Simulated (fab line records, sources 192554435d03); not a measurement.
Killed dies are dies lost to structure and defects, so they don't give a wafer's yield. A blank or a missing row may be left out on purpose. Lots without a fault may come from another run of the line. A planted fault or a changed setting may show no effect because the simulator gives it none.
Split-lot experiment | flow n5_finfet | 7 lots, 21 wafers read, on a route of 1938 steps

THE SPLIT
At N5_GATE_CUT_HM_DEP_46 (deposits SiO2 from TEOS/O2, target thk 130 nm, time 26.6 s), the setting time_s was moved away from the recipe's 26.6 s on 6 of the 21 wafers read, by -13.6% to +12.6%. The other wafers ran this setting at the recipe's value.

The reading is taken at the split's own step.

THE READING
SiO2_of_GATE_CUT_HM_DEP_46.thk_nm (the simulator's own value, which no gauge read), in nm, at N5_GATE_CUT_HM_DEP_46 (deposits SiO2 from TEOS/O2, target thk 130 nm, time 26.6 s). The file gives no usual value for it. The 15 wafers here that ran the recipe average 130.2 nm, standard deviation 1.6 nm.

wafer  | tool, chamber at the split | time_s as run, s | against the recipe | SiO2_of_GATE_CUT_HM_DEP_46.thk_nm, nm | against lot-mates on the recipe
L081.1 | pecvd-02, 2                | 26.6             | recipe             | 127.4                                 | -
L081.3 | pecvd-02, 0                | 26.6             | recipe             | 128.8                                 | -
L081.6 | pecvd-02, 0                | 26.6             | recipe             | 131.2                                 | -
L084.4 | pecvd-03, 0                | 26.6             | recipe             | 129.8                                 | -
L084.5 | pecvd-03, 1                | 29.95            | +12.6%             | 149.4                                 | +18.6
L084.6 | pecvd-03, 2                | 26.6             | recipe             | 131.8                                 | -
L087.1 | pecvd-01, 1                | 26.6             | recipe             | 128.4                                 | -
L087.4 | pecvd-01, 2                | 26.6             | recipe             | 131.8                                 | -
L087.5 | pecvd-01, 0                | 28.2             | +6.0%              | 138.2                                 | +8.1
L088.2 | pecvd-01, 1                | 27.67            | +4.0%              | 132                                   | +4.2
L088.5 | pecvd-01, 2                | 27.67            | +4.0%              | 136.4                                 | +8.6
L088.6 | pecvd-01, 1                | 26.6             | recipe             | 127.8                                 | -
L089.3 | pecvd-02, 1                | 26.6             | recipe             | 130.2                                 | -
L089.5 | pecvd-02, 1                | 26.6             | recipe             | 131.8                                 | -
L089.6 | pecvd-02, 2                | 26.6             | recipe             | 130                                   | -
L095.1 | pecvd-03, 0                | 26.6             | recipe             | 130.2                                 | -
L095.3 | pecvd-03, 1                | 25.18            | -5.3%              | 123.6                                 | -5.8
L095.6 | pecvd-03, 2                | 26.6             | recipe             | 128.6                                 | -
L097.1 | pecvd-03, 0                | 22.98            | -13.6%             | 113                                   | -19.3
L097.5 | pecvd-03, 0                | 26.6             | recipe             | 131.8                                 | -
L097.6 | pecvd-03, 1                | 26.6             | recipe             | 132.8                                 | -

THE FIT
A straight line over all 21 wafers: SiO2_of_GATE_CUT_HM_DEP_46.thk_nm changes by +1.34 nm for each +1% of time_s; r = +0.96; the points scatter about the line by 1.8 nm.
The same after taking each lot's own level away (the mean of its wafers on the recipe; 21 wafers): +1.42 nm for each +1%; r = +0.98; scatter 1.3 nm.
On that fit, the largest move of time_s shifts the reading by 19 nm.
The lots' own levels span 127.80 to 132.30 nm, that is 2.8 times the standard deviation above.
So the lot-to-lot level changes the slope little: the two slopes agree.
Check: with one of the wafers moved furthest among these (-13.6%) left out of the fit, the line predicts -19.1 nm for it against its lot-mates. It came out at -19.3 nm against them.

OTHER SPLITS ON THESE WAFERS
These wafers also went through other splits before the reading. Each is held against what the fit with the lots' levels taken away leaves over:
other split on the same wafers | wafers away from the commonest value | r with SiO2_of_GATE_CUT_HM_DEP_46.thk_nm (lot level and that fit taken away)
N5_FIN_CUT_STRIP_23 temp_c     | 7                                    | -0.28
N5_SD_EPI_N_COAT_33 spin_rpm   | 8                                    | +0.18
N5_SD_EPI_N_DESCUM_14 time_s   | 4                                    | -0.03
N5_SD_EPI_P_EPI_21 temp_c      | 14                                   | +0.17
N5_SD_ACTIVATION_LSA_01 temp_c | 9                                    | -0.06
N5_SDB_CUT_ETCH_26 icp_w       | 12                                   | +0.21
N5_SDB_ALD_29 ald_cycles       | 6                                    | +0.17

THE FILE'S OWN FIT
SiO2_of_GATE_CUT_HM_DEP_46.thk_nm changes by +1.42 nm for each +1% of time_s, r = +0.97.
